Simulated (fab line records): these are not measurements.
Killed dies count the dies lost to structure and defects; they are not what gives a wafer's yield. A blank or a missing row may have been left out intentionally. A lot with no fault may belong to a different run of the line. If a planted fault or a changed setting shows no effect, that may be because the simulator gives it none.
A lot that was struck, set against a sound lot | flow n5 finfet | 26 out of 1938 route steps
Sound: wafers L448.2, L448.4, L448.6. Struck: wafer L458.6. (L458.2, L458.5 of the same lot were not struck and are left out.) The cause comes at the end.
Per side, at each step with rows, come the tool, then ch with its chambers, and then its first start. Under that, the readings that differ: sound wafers | struck wafers | difference of the means | sigmas: that difference in standard deviations of wafers without a fault.
alike: same words and numbers on both sides, and readings whose means sit less than 2 such deviations apart. not compared: any withheld reading, any reading some wafer has no value for, any bound like >300 that may hide the same value, and any number with overlapping values for which the record gives no deviation.
A row with sigmas, a row that says differs or no value, or rows on one side alone: a step with any of these is where the two part. When numbers do not overlap yet have no deviation, they are printed without sigmas and do not part them. A reading that every wafer of one side lacks parts them only if that side has two wafers or more.

first, 4 steps without rows for these wafers: N5_MOL_CONTACT_COAG_SOFTBAKE_79 (time 60 s); N5_MOL_CONTACT_COAG_EXPOSE_81 (exposes mask VG, defocus 0 nm); N5_MOL_CONTACT_COAG_PEB_82 (peb time 60 s); N5_MOL_CONTACT_COAG_DEVELOP_83 (develop time 30 s).
N5_MOL_CONTACT_COAG_CD_MEAS_84: the cd target is 25.1 nm.
  sound on cd sem-02 ch 0, day 6 05:57; struck on cd sem-01 ch 0, day 8 16:40
  alike: cd nm
N5_MOL_CONTACT_COAG_OVL_MEAS_85:
  sound on overlay-01 ch 0, day 6 05:59; struck on overlay-02 ch 0, day 8 16:42
  alike: VG_OVL
N5_MOL_CONTACT_COAG_INSPECT_57: inspects for defects (brightfield).
  sound on defect inspect-02 at day 6 06:02; struck on defect inspect-01 at day 8 16:45
  alike: raw defect count
N5_MOL_CONTACT_COAG_DESCUM_88: chemistry O2, time 7 s.
  sound on rie diel-04 ch 1,3, day 6 06:04; struck on rie diel-04 ch 3, day 8 16:47
  alike: drypump motor current A, oes product au, rf vpp V, showerhead plenum p Torr, throttle valve pct
  not compared: rf hours counter h
N5_MOL_CONTACT_COAG_ETCH_89: etches underlayer in N2/H2, target depth 13 nm, time 10.4 s.
  sound on rie diel-04 ch 1,3, day 6 06:07; struck on rie diel-04 ch 3, day 8 16:49
  alike: drypump motor current A, etch rf on time s, oes product au, rf vpp V, showerhead plenum p Torr, throttle valve pct
  not compared: rf hours counter h
N5_MOL_CONTACT_COAG_ETCH_90: etches SiARC in CF4, target depth 13 nm, time 21.7 s.
  sound on rie diel-04 ch 1,3, day 6 06:08; struck on rie diel-04 ch 3, day 8 16:50
  alike: drypump motor current A, etch rf on time s, oes product au, rf vpp V, showerhead plenum p Torr, throttle valve pct
  not compared: rf hours counter h
N5_MOL_CONTACT_COAG_ALD_131: deposits SiO2, target thk 5 nm, pulse time 1 s, co reactant pulse time 1 s.
  sound on ald sin-03 ch 1,3, day 6 06:13; struck on ald sin-02 ch 3, day 8 16:55
  reading            | sound    | struck | difference | sigmas
  heater power w (W) | 80 94 93 | 69     | -20        | -2
  alike: chamber pressure Torr, precursor pulse height rel
then, 1 step without rows for these wafers: N5_MOL_CONTACT_COAG_ETCHBACK_132 (etches SiO2 in CHF3, target depth 10 nm, time 6.7 s).
N5_MOL_CONTACT_COAG_ETCH_91: etches SOC in N2/H2, target depth 60 nm, overetch 21 nm, time 101.2 s.
  sound on rie diel-02 ch 1,2,3, day 6 06:25; struck on rie diel-02 ch 1, day 8 17:08
  reading                                             | sound       | struck | difference | sigmas
  model.SiARC_of_MOL_CONTACT_COAG_COAT_76.thk nm (nm) | 5.8 5.8 5.6 | 3      | -3         |
  alike: drypump motor current A, oes product au, rf vpp V, showerhead plenum p Torr, throttle valve pct
  not compared: rf hours counter h
then, 5 steps without rows for these wafers: N5_MOL_CONTACT_COAG_STRIP_92 (strips in N2/H2); N5_MOL_CONTACT_COAG_STRIP_93 (strips in N2/H2); N5_MOL_CONTACT_COAG_ETCHBACK_135 (etches SiO2 in CHF3, target depth 25 nm, time 16.7 s); N5_MOL_CONTACT_COAG_STRIP_118 (strips in CHF3); N5_MOL_CONTACT_COAG_VIA_ETCH_46 (etches SiO2 in C4F6/O2, target depth 46 nm, overetch 9.2 nm, time 40 s).
N5_MOL_CONTACT_COAG_STRIP_96: strips in N2/H2.
  sound on rie diel-02 ch 1,2,3, day 6 06:37; struck on rie diel-02 ch 1, day 8 17:20
  alike: drypump motor current A, oes product au, rf vpp V, showerhead plenum p Torr, throttle valve pct
  not compared: rf hours counter h
then, 4 steps without rows for these wafers: N5_MOL_CONTACT_COAG_ETCH_47 (etches SiNx in CH3F/O2, stops on W, target depth 27 nm); N5_MOL_CONTACT_COAG_STRIP_119 (strips in N2/H2, time 30 s); N5_MOL_CONTACT_COAG_PRECLEAN_144 (cleans in alkaline clean, time 60 s); N5_MOL_CONTACT_COAG_SRD_145 (time 30 s).
N5_MOL_CONTACT_COAG_CD_MEAS_137: the cd target is 16 nm.
  sound on cd sem-02 at day 6 06:53; struck on cd sem-02 at day 8 17:36
  reading    | sound             | struck | difference | sigmas
  cd nm (nm) | 15.92 15.86 15.75 | 17.53  | +1.69      | +6
then, 1 step without rows for these wafers: N5_MOL_CONTACT_COAG_COAT_62 (time 60 s, resist thk 60 nm).
N5_PASSIVATION_PROBE_49:
  the record holds rows for the sound wafers here (prober-02, day 13 06:26) but none for the struck ones

== WHERE THEY PART ==
First at N5_MOL_CONTACT_COAG_ALD_131; last, within this record, at N5_PASSIVATION_PROBE_49.

WHY: what had been put in by the simulator
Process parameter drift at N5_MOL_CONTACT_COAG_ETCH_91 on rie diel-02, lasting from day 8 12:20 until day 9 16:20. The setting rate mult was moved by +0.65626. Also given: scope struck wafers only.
